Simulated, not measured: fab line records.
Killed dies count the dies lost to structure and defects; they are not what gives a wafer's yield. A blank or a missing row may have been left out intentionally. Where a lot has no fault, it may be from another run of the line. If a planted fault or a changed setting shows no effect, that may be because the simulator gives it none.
Check for tools in common	flow nand_harc	12 lots, 36 wafers sampled

## REASON IT WAS OPENED
On 1 of the 12 lots, a flag is raised at NHARC_P_GATE_CD_MEAS_91 on the reading cd_nm. Wafers without a fault read 2000.0 nm, standard deviation 1.4.
Rule: a lot gets a flag if all its wafers with a number sit over 4 standard deviations from that mean, or if no wafer of it has a number. The rest of the lots are taken to be sound.

lot	measured	on	cd_nm (nm), wafer by wafer	flag
L462	day 5 16:16	cd_sem-01	2000.7 2000.6 1999.1	
L463	day 6 00:41	cd_sem-02	1999.6 2002.7 2001.6	
L464	day 6 13:29	cd_sem-01	1999.6 1997.9 1998.6	
L466	day 7 04:56	cd_sem-02	1998.6 1999.4 1999.6	
L469	day 8 11:43	cd_sem-03	1978.1 1977.9 1977.7	FLAGGED
L479	day 12 13:14	cd_sem-02	1999.6 1999.2 1997.4	
L480	day 13 09:08	cd_sem-02	2001.4 1999.0 2000.9	
L481	day 13 13:55	cd_sem-03	1998.0 1995.7 1999.2	
L482	day 14 02:32	cd_sem-03	2001.7 2003.1 2002.6	
L483	day 14 04:53	cd_sem-01	1998.5 1999.2 1998.5	
L484	day 14 21:26	cd_sem-01	2001.5 2001.2 2001.2	
L485	day 15 14:44	cd_sem-02	1999.3 1999.7 2000.7	
The mean of the flagged lots' numbers is 1977.9 nm, -22.1 nm from the usual (-16 standard deviations).

## LOT BY LOT: THE TOOL USED
2 process steps preceding the reading are held in the record, out of 1302 steps in the route. Each cell gives the tool, then ch followed by the chambers the sampled wafers passed through, then the start.
lot	flag	NHARC_P_GATE_STRIP_76	NHARC_P_GATE_EXPOSE_88
L462		plasma_asher-01 ch 0,1, day 5 15:19	krf_scanner-01 ch 0, day 5 16:06
L463		plasma_asher-01 ch 0, day 5 23:53	krf_scanner-01 ch 0, day 6 00:32
L464		plasma_asher-01 ch 0,1, day 6 12:35	krf_scanner-02 ch 0, day 6 13:20
L466		plasma_asher-01 ch 0,1, day 7 04:10	krf_scanner-01 ch 0, day 7 04:47
L469	FLAGGED	plasma_asher-02 ch 0,1, day 8 10:48	krf_scanner-02 ch 0, day 8 11:34
L479		plasma_asher-01 ch 0,1, day 12 12:20	krf_scanner-01 ch 0, day 12 13:05
L480		plasma_asher-01 ch 0,1, day 13 08:13	krf_scanner-02 ch 0, day 13 08:59
L481		plasma_asher-02 ch 0,1, day 13 12:59	krf_scanner-01 ch 0, day 13 13:46
L482		plasma_asher-02 ch 0,1, day 14 01:38	krf_scanner-02 ch 0, day 14 02:23
L483		plasma_asher-02 ch 0,1, day 14 03:58	krf_scanner-01 ch 0, day 14 04:44
L484		plasma_asher-02 ch 0,1, day 14 20:40	krf_scanner-01 ch 0, day 14 21:17
L485		plasma_asher-02 ch 0,1, day 15 13:48	krf_scanner-04 ch 0, day 15 14:35
These steps, and what they do:
- NHARC_P_GATE_STRIP_76: strips in O2.
- NHARC_P_GATE_EXPOSE_88: exposes mask P HVN, target cd 2000 nm.
- NHARC_P_GATE_CD_MEAS_91: target cd 2000 nm.

## FLAGGED AGAINST TOTAL, ONE TOOL AT A TIME (gauges that did the reading follow at the end)
step	tool	lots run	flagged	share of the flagged lots	sound lots run after its first flagged lot
NHARC_P_GATE_STRIP_76	plasma_asher-01	6	0	none	-
NHARC_P_GATE_STRIP_76	plasma_asher-02	6	1	all	5 (L481,L482,L483,L484,L485)
NHARC_P_GATE_EXPOSE_88	krf_scanner-01	7	0	none	-
NHARC_P_GATE_EXPOSE_88	krf_scanner-02	4	1	all	2 (L480,L482)
NHARC_P_GATE_EXPOSE_88	krf_scanner-04	1	0	none	-
NHARC_P_GATE_CD_MEAS_91	cd_sem-01	4	0	none	-
NHARC_P_GATE_CD_MEAS_91	cd_sem-02	5	0	none	-
NHARC_P_GATE_CD_MEAS_91	cd_sem-03	3	1	all	2 (L481,L482)

## WHAT THE TABLE PERMITS
In the table, 3 rows ran each flagged lot (plasma_asher-02 at NHARC_P_GATE_STRIP_76; krf_scanner-02 at NHARC_P_GATE_EXPOSE_88; cd_sem-03 at NHARC_P_GATE_CD_MEAS_91).
- plasma_asher-02 at NHARC_P_GATE_STRIP_76 ran 6 lots, 1 of them flagged. Sound lots followed the first flagged one (L481, L482, L483, L484, L485) on it, something a lasting fault affecting the whole tool could not allow.
- krf_scanner-02 at NHARC_P_GATE_EXPOSE_88 ran 4 lots, 1 of them flagged. Sound lots followed the first flagged one (L480, L482) on it, something a lasting fault affecting the whole tool could not allow.
- cd_sem-03 at NHARC_P_GATE_CD_MEAS_91 ran 3 lots, 1 of them flagged. Sound lots followed the first flagged one (L481, L482) on it, something a lasting fault affecting the whole tool could not allow.
There is no row in the table that ran each flagged lot and no sound lot after the first.

## WHAT WAS PUT IN BY THE SIMULATOR
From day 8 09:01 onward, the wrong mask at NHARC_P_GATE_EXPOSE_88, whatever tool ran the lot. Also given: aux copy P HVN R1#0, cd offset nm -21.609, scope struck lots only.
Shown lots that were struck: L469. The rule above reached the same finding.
